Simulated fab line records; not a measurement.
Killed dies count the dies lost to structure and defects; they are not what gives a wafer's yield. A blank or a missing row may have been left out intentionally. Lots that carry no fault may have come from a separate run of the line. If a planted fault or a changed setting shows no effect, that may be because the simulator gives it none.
fab line records	flow n5-finfet
record: lots: 5	wafers: 15	last-day: 18
route steps=1938 shown BEOL_M1@780 BEOL_M4@1111 PASSIVATION@1936
lots with no fault: from the same line, run without faults
start-h: hours from the record's opening day to when the first of the lot's shown wafers began	wait-h: hours elapsed since this lot's preceding step	" as in the row above	L1.1+2: a row that stands for several wafers	- no value, or no start given	* or withheld: withheld	< > ~ a bound
route shown NAME@n: NAME is a module with steps in the file, n the number in the route of the first one	usual: mean/standard deviation taken from wafers without a fault	same: alike in all rows	chamber/n: place in a boat	sites: the reading at each site	_std_site: their standard deviation	_edge_site: mean of outer sites minus mean of inner sites	radius-mm: for every site, how far away it sits from the centre of the wafer	mask NAME#n: copy n	behind: the tool/chamber that last shaped the wafer	hold: cause of the lot's hold/its duration in hours/its outcome	device: names the non-switching transistor (n, p or np)	end of line: the tests these same wafers got at the end of their route	a step with no rows: only its recipe	killed: dies that structure and defects cost at the first sort, which is not the same as the wafer's yield	map: a wafer's dies, x killed, . not, _ none there
set.NAME: setting as actually run; set.NAME@STEP: the setting as run at that earlier step	model.NAME: the simulator's own value behind a step, which no gauge read
certain route steps with their lots: each step a table, each wafer a row
services: a tool's chamber out of use, with start hour (start-h, from the record's first day; less than 0 if before it), hours out, and reason
== steps ==
step: N5_BEOL_M1_COAT_22
recipe: resist: CAR-EUV	spin-rpm: 1500	resist-thk-nm: 30
step: N5_BEOL_M1_EBR_24
recipe: solvent: PGMEA	ebr-width-mm: 1.5
step: N5_BEOL_M1_SOFTBAKE_23
recipe: temp-c: 110	time-s: 60	resist: CAR-EUV
step: N5_BEOL_M1_EXPOSE_25
recipe: mask-id: V0	na: 0.33	source-shape: quasar	sigma-inner: 0.2	sigma-outer: 0.8	polarization: unpolarized	defocus-nm: 5	target-cd-nm: 24	dose-mj: 63
step: N5_BEOL_M1_PEB_26
recipe: peb-temp-c: 100	peb-time-s: 60	resist: CAR-EUV
step: N5_BEOL_M1_DEVELOP_27
recipe: develop-time-s: 30	developer: TMAH	resist: CAR-EUV	rinse-liquid: surfactant-rinse	dry: air-spin	dev-temp-c: 23
step: N5_BEOL_M1_CD_MEAS_28
recipe: landing-energy-ev: 500	detector: se-inlens	target-cd-y-nm: 23.3
usual: cd-nm: 24.02/0.27
lot.wafer	tool	chamber	start-h	wait-h	cd-nm
L826.1	cd-sem-03	0	141.92	-	24.55
L826.2	"	0	"	"	24.19
L826.3	"	0	"	"	24.81
L835.1	cd-sem-01	0	201.50	-	24.03
L835.2	"	0	"	"	24.12
L835.5	"	0	"	"	24.28
L840.2	cd-sem-01	0	232.18	-	24.10
L840.3	"	0	"	"	23.93
L840.4	"	0	"	"	24.04
L844.2	cd-sem-02	0	248.14	-	24.22
L844.3	"	0	"	"	24.31
L844.5	"	0	"	"	24.32
L845.2	cd-sem-02	0	261.19	-	23.77
L845.3	"	0	"	"	23.72
L845.5	"	0	"	"	24.23
step: N5_BEOL_M1_OVL_MEAS_29
recipe: points-per-wafer: 522
usual: V0_OVL: -0.6/0.72
lot.wafer	tool	chamber	start-h	wait-h	V0_OVL[nm]
L826.1	overlay-01	0	141.95	0.0	-0.8
L826.2	"	0	"	"	-1.0
L826.3	"	0	"	"	-0.6
L835.1	overlay-01	0	201.53	0.0	0.2
L835.2	"	0	"	"	-0.5
L835.5	"	0	"	"	-1.2
L840.2	overlay-02	0	232.22	0.0	-0.4
L840.3	"	0	"	"	-0.1
L840.4	"	0	"	"	-0.6
L844.2	overlay-01	0	248.18	0.0	-0.6
L844.3	"	0	"	"	-1.3
L844.5	"	0	"	"	-0.4
L845.2	overlay-02	0	261.22	0.0	-1.0
L845.3	"	0	"	"	-0.9
L845.5	"	0	"	"	-0.8
step: N5_BEOL_M1_INSPECT_30
recipe: mode: adi	inspect-instrument: brightfield
usual: raw-defect-count: 413/95
lot.wafer	tool	chamber	start-h	wait-h	raw-defect-count
L826.1	defect-inspect-01	-	142.01	0.1	410
L826.2	"	-	"	"	618
L826.3	"	-	"	"	423
L835.1	defect-inspect-01	-	201.60	0.1	487
L835.2	"	-	"	"	535
L835.5	"	-	"	"	399
L840.2	defect-inspect-01	-	232.27	0.0	343
L840.3	"	-	"	"	435
L840.4	"	-	"	"	311
L844.2	defect-inspect-01	-	248.23	0.0	294
L844.3	"	-	"	"	311
L844.5	"	-	"	"	259
L845.2	defect-inspect-01	-	261.27	0.0	330
L845.3	"	-	"	"	289
L845.5	"	-	"	"	287
step: N5_BEOL_M1_DESCUM_33
recipe: chemistry: O2	time-s: 7	source-power-w: 50	bias-power-w: 20	pressure-mtorr: 20	rf-frequency-hz: 2.712e+07	temp-c: 40	resist: CAR-EUV	o2-flow-sccm: 225
usual: drypump-motor-current-A: 5.9/0.33	oes-product-au: 0.79/0.096	rf-vpp-V: 242.5/1.4	showerhead-plenum-p-Torr: 2.05/0.07	throttle-valve-pct: 20.43/0.24
lot.wafer	tool	chamber	start-h	wait-h	drypump-motor-current-A	oes-product-au	rf-hours-counter-h	rf-vpp-V	showerhead-plenum-p-Torr	throttle-valve-pct
L826.1	rie-diel-03	0	142.04	0.0	5.8	0.90	22	243.2	2.13	20.56
L826.2	"	3	"	"	5.5	0.70	225	241.9	1.97	20.21
L826.3	"	2	"	"	6.5	0.69	240	242.1	2.08	20.43
L835.1	rie-diel-04	0	201.63	0.0	5.4	0.75	173	241.1	1.97	20.02
L835.2	"	3	"	"	5.6	0.79	122	240.5	1.95	20.24
L835.5	"	0	"	"	5.4	0.75	-	241.4	1.97	20.01
L840.2	rie-diel-06	2	232.50	0.2	5.9	0.97	1	243.3	2.12	19.96
L840.3	"	1	"	"	6.2	0.87	44	240.9	2.04	20.52
L840.4	"	3	"	"	6.0	0.75	142	243.4	2.02	20.58
L844.2	rie-diel-03	3	248.26	0.0	5.5	0.98	1	246.1	2.23	19.85
L844.3	"	1	"	"	5.6	0.72	211	241.1	1.99	20.81
L844.5	"	3	"	"	5.5	0.98	-	245.0	2.23	19.84
L845.2	rie-diel-06	2	261.31	0.0	5.9	0.91	13	244.3	2.11	19.98
L845.3	"	3	"	"	6.0	0.75	154	241.5	2.02	20.60
L845.5	"	1	"	"	6.2	0.86	-	242.8	2.04	20.54
step: N5_BEOL_M1_ETCH_77
recipe: chemistry: N2/H2	target: underlayer	target-depth-a: 65	mask-material: CAR-EUV	time-s: 5.2	ion-energy-ev: 200	pressure-mtorr: 30	source-w: 840	bias-w: 150	n2-flow-sccm: 200	h2-flow-sccm: 200	ends: cleared
usual: drypump-motor-current-A: 5.9/0.33	etch-rf-on-time-s: 5.15/0.16	oes-product-au: 0.68/0.082	rf-vpp-V: 522.5/2.8	showerhead-plenum-p-Torr: 2.48/0.089	throttle-valve-pct: 17.81/0.26
lot.wafer	tool	chamber	start-h	wait-h	drypump-motor-current-A	etch-rf-on-time-s	oes-product-au	rf-hours-counter-h	rf-vpp-V	showerhead-plenum-p-Torr	throttle-valve-pct
L826.1	rie-diel-03	0	142.08	0.0	5.9	4.95	0.78	22	524.8	2.59	18.02
L826.2	"	3	"	"	5.5	5.15	0.60	225	518.7	2.41	17.72
L826.3	"	2	"	"	6.5	5.15	0.59	240	524.8	2.48	17.55
L835.1	rie-diel-04	0	201.67	0.0	5.4	5.23	0.63	173	520.7	2.41	17.60
L835.2	"	3	"	"	5.6	5.16	0.67	122	518.9	2.34	17.51
L835.5	"	0	"	"	5.4	5.28	0.63	-	521.2	2.41	17.64
L840.2	rie-diel-06	2	232.53	0.0	5.9	5.40	0.79	1	526.4	2.61	17.55
L840.3	"	1	"	"	6.2	5.22	0.74	44	523.5	2.48	17.93
L840.4	"	3	"	"	5.9	5.20	0.65	142	522.1	2.42	17.78
L844.2	rie-diel-03	3	248.30	0.0	5.5	5.23	0.82	1	529.1	2.71	17.34
L844.3	"	1	"	"	5.6	5.03	0.62	211	516.9	2.41	18.17
L844.5	"	3	"	"	5.5	5.23	0.82	-	529.9	2.71	17.33
L845.2	rie-diel-06	2	261.34	0.0	5.9	5.20	0.78	13	526.6	2.61	17.59
L845.3	"	3	"	"	5.9	5.21	0.63	154	521.6	2.42	17.82
L845.5	"	1	"	"	6.2	5.11	0.73	-	521.0	2.48	17.96
step: N5_BEOL_M1_ETCH_69
recipe: chemistry: CF4	target: SiARC	target-depth-a: 156	mask-material: CAR-EUV	time-s: 26	ion-energy-ev: 80	pressure-mtorr: 40	source-w: 545	bias-w: 36	Ar_flow_sccm: 100	cf4-flow-sccm: 100	ends: cleared
usual: cf4-flow-sccm: 100.0/0.3	drypump-motor-current-A: 5.9/0.33	etch-rf-on-time-s: 25.7/0.76	oes-product-au: 0.68/0.082	rf-vpp-V: 183.6/1.2	showerhead-plenum-p-Torr: 2.11/0.069	throttle-valve-pct: 15.62/0.22
lot.wafer	tool	chamber	start-h	wait-h	cf4-flow-sccm	drypump-motor-current-A	etch-rf-on-time-s	oes-product-au	rf-hours-counter-h	rf-vpp-V	showerhead-plenum-p-Torr	throttle-valve-pct
L826.1	rie-diel-03	0	142.09	0.0	100.3	5.8	24.6	0.79	22	184.8	2.19	15.69
L826.2	"	3	"	"	99.9	5.5	26.4	0.59	225	183.1	2.04	15.52
L826.3	"	2	"	"	100.0	6.5	25.7	0.59	240	183.9	2.12	15.60
L835.1	rie-diel-04	0	201.68	0.0	99.8	5.4	25.8	0.64	173	182.2	2.05	15.46
L835.2	"	3	"	"	100.2	5.6	25.5	0.67	122	181.7	1.99	15.33
L835.5	"	0	"	"	99.6	5.4	25.6	0.65	-	183.0	2.05	15.46
L840.2	rie-diel-06	2	232.55	0.0	100.0	5.9	26.5	0.81	1	183.3	2.19	15.28
L840.3	"	1	"	"	99.7	6.2	25.8	0.74	44	182.8	2.09	15.63
L840.4	"	3	"	"	99.9	6.0	26.0	0.65	142	183.4	2.08	15.76
L844.2	rie-diel-03	3	248.31	0.0	100.3	5.5	26.1	0.82	1	186.6	2.28	15.08
L844.3	"	1	"	"	99.9	5.6	25.5	0.62	211	183.1	2.05	15.93
L844.5	"	3	"	"	100.4	5.5	26.1	0.82	-	184.7	2.28	15.06
L845.2	rie-diel-06	2	261.36	0.0	100.4	5.9	26.3	0.78	13	185.9	2.19	15.30
L845.3	"	3	"	"	99.8	6.0	26.1	0.63	154	181.4	2.08	15.76
L845.5	"	1	"	"	100.3	6.2	25.9	0.73	-	182.3	2.09	15.65
step: N5_BEOL_M1_ALD_98
recipe: material: SiO2	target-thk-a: 25	temp-c: 100	ald-precursor-family: BDEAS	ald-co-reactant: O2-plasma	pulse-time-s: 1	co-reactant-pulse-time-s: 1	purge-time-s: 2	co-reactant-purge-time-s: 2	ald-cycles: 17	pressure-torr: 2
usual: ald-cycles: 17/0	heater-power-w: 77/7.1	precursor-pulse-height-rel: 1.003/0.019
same: co-reactant-purge-time-s: 2
lot.wafer	tool	chamber	start-h	wait-h	ald-cycles	heater-power-w	precursor-pulse-height-rel	model.SiO2_of_BEOL_M1_ALD_98.thk-nm
L826.1	ald-sin-01	0	142.79	0.7	17	70	0.982	2.6
L826.2	"	1	"	"	17	84	1.006	2.4
L826.3	"	2	"	"	17	77	1.012	2.6
L835.1	ald-sin-01	2	201.77	0.1	19	78	0.980	2.8
L835.2	"	3	"	"	17	73	0.999	2.4
L835.5	"	3	"	"	17	74	1.018	2.4
L840.2	ald-sin-04	2	233.60	1.0	17	82	0.997	2.6
L840.3	"	1	"	"	17	73	1.035	2.6
L840.4	"	2	"	"	17	83	1.037	2.6
L844.2	ald-sin-04	1	248.51	0.2	17	73	0.982	2.6
L844.3	"	3	"	"	17	89	1.012	2.6
L844.5	"	2	"	"	17	82	0.989	2.6
L845.2	ald-sin-03	0	262.20	0.8	17	70	1.020	2.6
L845.3	"	3	"	"	17	70	1.017	2.4
L845.5	"	3	"	"	17	67	0.978	2.4
step: N5_BEOL_M1_ETCHBACK_99
recipe: chemistry: CHF3	target: SiO2	target-depth-a: 50	time-s: 10.4	source-w: 215	bias-w: 47	Ar_flow_sccm: 200	CHF3_flow_sccm: 12	ion-energy-ev: 100	pressure-mtorr: 30
usual: drypump-motor-current-A: 5.9/0.33	oes-product-au: 0.79/0.095	rf-vpp-V: 238/6.7	showerhead-plenum-p-Torr: 2.12/0.081	throttle-valve-pct: 17.07/0.21
lot.wafer	tool	chamber	start-h	wait-h	drypump-motor-current-A	oes-product-au	rf-hours-counter-h	rf-vpp-V	showerhead-plenum-p-Torr	throttle-valve-pct
L826.1	rie-diel-04	0	145.40	2.6	5.4	0.77	154	237	2.06	16.84
L826.2	"	2	"	"	6.0	0.69	237	256	2.25	17.57
L826.3	"	3	"	"	5.7	0.79	103	238	2.01	16.80
L835.1	rie-diel-04	3	208.33	6.5	5.6	0.78	125	236	2.00	16.85
L835.2	"	1	"	"	6.2	0.71	179	241	2.24	16.99
L835.5	"	3	"	"	5.7	0.78	-	236	2.00	16.87
L840.2	rie-diel-04	3	235.98	2.3	5.6	0.77	135	237	2.00	16.88
L840.3	"	1	"	"	6.1	0.70	187	240	2.23	16.99
L840.4	"	0	"	"	5.4	0.74	184	239	2.05	16.90
L844.2	rie-diel-06	3	254.75	6.2	6.0	0.74	152	230	2.09	17.31
L844.3	"	2	"	"	5.9	0.91	11	248	2.20	16.74
L844.5	"	1	"	"	6.2	0.86	-	237	2.11	17.21
L845.2	rie-diel-03	1	270.67	8.4	5.6	0.72	217	236	2.04	17.37
L845.3	"	2	"	"	6.5	0.92	22	234	2.11	16.63
L845.5	"	0	"	"	5.9	0.84	-	235	2.16	17.12
step: N5_BEOL_M4_RC_MEAS_101
usual: DIBL_N: 37.4/2.1	DIBL_P: 37.8/2.5	IOFF_N: 0.19/0.045	IOFF_P: 0.24/0.05	ION_N: 682/16	ION_P: 467/11	SS_N: 71.9/0.67	SS_P: 73.6/0.76	VT_N: 247/3.6	VT_P: -248/3.6
lot.wafer	tool	chamber	start-h	wait-h	DIBL_N[mV/V]	DIBL_P[mV/V]	IOFF_N[nA/um]	IOFF_P[nA/um]	ION_N[uA/um]	ION_P[uA/um]	SS_N[mV/dec]	SS_P[mV/dec]	VT_N[mV]	VT_P[mV]
L826.1	prober-01	0	181.06	0.0	36.4	36.1	0.15	0.19	671	466	71.7	72.6	251	-252
L826.2	"	0	"	"	35.5	35.7	0.14	0.19	683	472	71.5	72.5	252	-254
L826.3	"	0	"	"	35.4	36.2	0.12	0.21	642	446	71.4	73.5	256	-252
L835.1	prober-01	0	245.60	0.0	36.6	37.9	0.19	0.22	702	482	71.5	72.8	248	-251
L835.2	"	0	"	"	37.0	37.3	0.17	0.21	688	470	72.2	73.3	250	-251
L835.5	"	0	"	"	38.4	40.5	0.19	0.27	685	470	71.9	74.3	248	-249
L840.2	prober-01	0	283.53	0.2	38.0	38.2	0.18	0.26	689	472	72.0	73.7	247	-247
L840.3	"	0	"	"	42.4	45.0	0.33	0.41	725	500	72.3	74.9	239	-240
L840.4	"	0	"	"	36.9	36.4	0.15	0.21	686	474	72.1	72.7	249	-250
L844.2	prober-02	0	299.78	0.2	37.0	39.7	0.20	0.29	682	475	71.6	73.8	243	-244
L844.3	"	0	"	"	34.8	35.6	0.14	0.20	678	472	71.7	73.1	252	-251
L844.5	"	0	"	"	35.6	37.0	0.16	0.22	698	480	71.1	73.0	247	-248
L845.2	prober-01	0	316.12	0.2	37.0	38.4	0.17	0.23	679	464	71.7	73.8	248	-248
L845.3	"	0	"	"	35.5	35.8	0.15	0.20	670	452	71.1	73.6	250	-252
L845.5	"	0	"	"	35.0	34.6	0.14	0.19	664	447	71.2	72.7	249	-251
step: N5_PASSIVATION_PROBE_49
usual: defect-limited-yield: 90.9/1.6	killed_at_M0_to_M3: 34/10	killed_at_M4_up: 13/5.4	killed-at-contacts: 13/6	killed-at-front-end: 42/13	killed-at-other: 4/3.2	killed-dies: 107/18	killed-open: 69/14	killed-short: 35/7.7	sort_bin_4_leakage: 0.02/0.17	sort_bin_5_function: 5.3/1	sort_bin_6_memory: 3.3/0.75	sort_bin_8_speed: 0.00/0.015	sort-n-pass: 1073/19	sort-yield-pct: 90.9/1.6
same: gross-dies: 1180	killed-at-back-side: 0
lot.wafer	tool	chamber	start-h	wait-h	defect-limited-yield[%]	killed_at_M0_to_M3	killed_at_M4_up	killed-at-contacts	killed-at-front-end	killed-at-other	killed-dies	killed-open	killed-short	sort_bin_4_leakage[%]	sort_bin_5_function[%]	sort_bin_6_memory[%]	sort_bin_8_speed[%]	sort-n-pass	sort-yield-pct[%]
L835.1	prober-01	-	353.28	0.0	89.7	40	16	7	53	5	121	63	50	0	6.0	3.6	0	1059	89.7
L835.2	prober-01	-	353.33	0.1	87.5	44	14	23	63	3	147	102	37	0	7.0	5.1	0	1033	87.5
L835.5	prober-01	-	353.48	0.2	89.4	43	14	13	50	5	125	81	39	0	5.6	4.7	0	1055	89.4
L845.2	prober-01	-	424.73	0.1	90.8	41	14	16	32	6	109	71	36	0	5.5	3.5	0	1071	90.8
L845.3	prober-01	-	424.78	0.1	91.3	45	12	9	34	3	103	70	28	0	5.3	3.1	0	1077	91.3
L845.5	prober-01	-	424.88	0.2	90.5	53	7	17	34	1	112	75	31	0	5.6	3.6	0	1068	90.5
killed by level:class
L835.1 BEOL_M0_SAQP:geometric-particle:short=14 BEOL_M4:geometric-particle:open=9 DUMMY_GATE:geometric-particle:open=8 FIN_SAQP:geometric-particle:short=7 BEOL_M3:geometric-particle:open=7 GATE_CUT:geometric-particle:short=6 BEOL_M0_SAQP:geometric-particle:open=6 FIN_SAQP:geometric-particle:open=5
L835.2 MOL_CONTACT_COAG:geometric-particle:open=19 FIN_SAQP:geometric-particle:open=18 STI_FIN_REVEAL:geometric-particle:open=15 BEOL_M1:geometric-particle:open=10 BEOL_M0_SAQP:geometric-particle:short=10 BEOL_M0_SAQP:geometric-particle:open=7 BEOL_M3:geometric-particle:open=7 BEOL_M4:geometric-particle:open=7
L835.5 FIN_SAQP:geometric-particle:open=11 FIN_SAQP:geometric-particle:short=10 MOL_CONTACT_COAG:geometric-particle:open=10 BEOL_M2:geometric-particle:open=9 BEOL_M3:geometric-particle:open=8 BEOL_M0_SAQP:geometric-particle:open=7 BEOL_M1:geometric-particle:open=6 DUMMY_GATE:geometric-particle:open=5
L845.2 MOL_CONTACT_COAG:geometric-particle:open=15 BEOL_M0_SAQP:geometric-particle:open=12 BEOL_M4:geometric-particle:open=9 BEOL_M0_SAQP:geometric-particle:short=9 STI_FIN_REVEAL:geometric-particle:open=7 BEOL_M2:geometric-particle:open=7 ILD0:geometric-particle:short=5 PASS1_CAP:geometric-particle:open=4
L845.3 BEOL_M2:geometric-particle:open=14 STI_FIN_REVEAL:geometric-particle:open=9 BEOL_M0_SAQP:geometric-particle:open=9 BEOL_M4:geometric-particle:open=9 BEOL_M0_SAQP:geometric-particle:short=7 MOL_CONTACT_COAG:geometric-particle:open=6 FIN_SAQP:geometric-particle:short=4 BEOL_M0:geometric-particle:open=4
L845.5 BEOL_M0_SAQP:geometric-particle:open=17 BEOL_M2:geometric-particle:open=16 MOL_CONTACT_COAG:geometric-particle:open=12 BEOL_M0_SAQP:geometric-particle:short=10 STI_FIN_REVEAL:geometric-particle:open=8 FIN_SAQP:geometric-particle:short=5 MOL_CONTACT_COAG:geometric-particle:short=5 BEOL_M1:geometric-particle:open=4
== services ==
tool	chamber	start-h	hours	kind
ald-sin-03	-	122.29	0.3	repair
rie-diel-04	-	136.74	2.8	pm
ald-sin-03	1	139.92	3.4	repair
rie-diel-04	2	157.46	2.1	repair
ald-sin-01	-	163.46	6.0	pm
rie-diel-03	2	175.53	-	clean
rie-diel-03	2	175.53	-	consumable-replace:focus-ring
rie-diel-03	2	175.53	31.8	scheduled-down
rie-diel-03	2	175.53	31.8	vent-cycle
rie-diel-06	2	178.37	10.6	repair
ald-sin-03	2	185.94	4.3	repair
ald-sin-01	2	186.19	5.7	repair
rie-diel-06	-	201.59	2.8	pm
rie-diel-04	0	209.83	5.8	repair
ald-sin-04	-	214.41	2.8	pm
ald-sin-04	2	229.00	3.1	repair
ald-sin-04	0	229.66	8.0	repair
ald-sin-03	-	233.89	0.5	repair
ald-sin-03	-	242.20	14.0	pm
ald-sin-01	0	248.39	4.8	repair
rie-diel-04	0	250.43	17.9	repair
ald-sin-03	-	256.20	6.0	pm
ald-sin-01	2	264.31	17.2	repair
rie-diel-03	-	267.61	2.8	pm
== key ==
first-sign: step: N5_BEOL_M1_ALD_98	reading: ald-cycles	direction: up	sigmas: 99+	usual: *	struck: *
effect none on later readings
model-effect: step: N5_BEOL_M1_ALD_98	value: SiO2_of_BEOL_M1_ALD_98.thk-nm	without: 2.4	struck: 2.8
met-at N5_BEOL_M1_ALD_98
struck-wafers L835.1
onset-between 142.79 201.77
fault: kind: process-parameter-drift	tool: ald-sin-01	chamber: -	onset-h: 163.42	steps: N5_BEOL_M1_ALD_98	channel: ald-cycles	offset: *	shape: step	end-h: 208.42	scope: struck-wafers-only	acts-in: *	stated: *
